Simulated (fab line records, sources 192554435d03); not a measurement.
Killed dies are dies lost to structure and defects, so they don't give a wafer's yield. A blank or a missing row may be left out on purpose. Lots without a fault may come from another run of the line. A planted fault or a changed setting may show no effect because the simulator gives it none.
A struck lot beside a sound one | flow n5_finfet | 15 steps out of a route of 1938
Sound: wafers L141.3, L141.4, L141.5. Struck: wafer L136.3. (L136.6 of the same lot was not struck and is left out.) The cause comes at the end.
At each step with rows: each side's tool, then ch and its chambers, then its first start. Under that, the readings that differ: sound wafers | struck wafers | difference of the means | sigmas: that difference in standard deviations of wafers without a fault.
alike: readings whose means differ by less than 2 such deviations, and words and numbers that are the same on both sides. not compared: withheld readings, readings that some wafer has no value for, bounds like >300 that may hide the same value, and numbers for which the record gives no deviation and whose values overlap.
The two part at a step that has a row with sigmas, a row that says differs or no value, or rows on one side only. Numbers that don't overlap but have no deviation are shown without sigmas and don't part them. A reading that every wafer of one side lacks parts them only if that side has two wafers or more.

first, 2 steps without rows for these wafers: N5_BEOL_M11_CURE_72 (cures SiCOH lowk, time 120 s); N5_BEOL_M11_DEGAS_44 (time 60 s).
N5_BEOL_M11_PRE_CLEAN_45: time 30 s.
  sound on pvd_sputter-03, day 17 13:23; struck on pvd_sputter-02, day 15 13:35
  reading            | sound       | struck | difference | sigmas
  heater_power_w (W) | 257 279 263 | 387    | +121       | +3
N5_BEOL_M11_ALD_74: deposits TaN, target thk 2 nm, pulse time 2 s, purge time 3 s.
  sound on ald_metal-02 ch 2,3, day 17 13:27; struck on ald_metal-01 ch 3, day 15 13:44
  reading                      | sound             | struck | difference | sigmas
  chamber_pressure_Torr (Torr) | 3.011 2.988 2.994 | 3.012  | +0.014     | +2
  alike: heater_power_w
  not compared: since_wet_clean_h
N5_BEOL_M11_SURFACE_TREAT_76:
  sound on pvd_sputter-01, day 17 13:46; struck on pvd_sputter-03, day 15 15:19
  not compared: throttle_valve_pct
then, 3 steps without rows for these wafers: N5_BEOL_M11_CVD_75 (deposits Co from CCTBA/H2, target thk 2 nm, time 138.9 s); N5_BEOL_M11_SPUTTER_48 (material Cu, target thk 12 nm, time 2 s); N5_BEOL_M11_ECD_50 (material Cu, target thk 318 nm).
N5_BEOL_M11_ANNEAL_51: time 90 s.
  sound on rtp_anneal-02 ch 0, day 17 14:38; struck on rtp_anneal-02 ch 0, day 15 15:50
  alike: wafer_temp_C_max
N5_BEOL_M11_CMP_52: polishes, stops on SiCOH lowk, t overpolish 7 s, target thk 140 nm.
  sound on cmp-01 ch 0,1,3, day 17 14:56; struck on cmp-01 ch 3, day 15 16:10
  alike: barrier_field_endpoint_s, motor_current_A, overpolish_run_s, time_to_endpoint_s
  not compared: pad_life_wafers
N5_BEOL_M11_THK_MEAS_53: measures by xrf.
  sound on film_metro-01, day 17 15:09; struck on film_metro-02, day 15 16:20
  reading      | sound             | struck | difference | sigmas
  M11_THK (nm) | 139.0 140.0 143.0 | 135.3  | -5.4       | -2
then, 1 step without rows for these wafers: N5_BEOL_M11_PRE_CLEAN_55 (time 15 s).
N5_BEOL_M11_DEP_56: deposits SiCN from 3MS/NH3, target thk 30 nm, time 10.5 s.
  sound on pecvd-01 ch 0,2, day 17 15:13; struck on pecvd-04 ch 2, day 15 16:24
  reading                                   | sound          | struck | difference | sigmas
  model.SiCN_of_BEOL_M11_DEP_56.thk_nm (nm) | 29.2 30.4 29.4 | 40.6   | +10.9      |
  alike: chamber_pressure_Torr, showerhead_plenum_p_Torr, throttle_valve_pct
  not compared: since_wet_clean_h
N5_BEOL_M11_RS_MEAS_57: measures by four-point-probe.
  sound on film_metro-01, day 17 15:17; struck on film_metro-01, day 15 16:28
  alike: M11_RS
N5_PASSIVATION_PROBE_49:
  sound on prober-01, day 19 09:01; struck on prober-01, day 17 08:28
  alike: defect_limited_yield, killed_at_M0_to_M3, killed_at_M4_up, killed_at_contacts, killed_at_front_end, killed_at_other, killed_dies, killed_open, killed_short, sort_bin_5_function, sort_bin_6_memory, sort_bin_8_speed, sort_n_pass, sort_yield_pct

WHERE THEY PART
First at N5_BEOL_M11_PRE_CLEAN_45; last, within this record, at N5_BEOL_M11_THK_MEAS_53. Later steps at which nothing parts them and some readings are alike: N5_BEOL_M11_DEP_56, N5_BEOL_M11_RS_MEAS_57, N5_PASSIVATION_PROBE_49.

WHY: what the simulator had put in
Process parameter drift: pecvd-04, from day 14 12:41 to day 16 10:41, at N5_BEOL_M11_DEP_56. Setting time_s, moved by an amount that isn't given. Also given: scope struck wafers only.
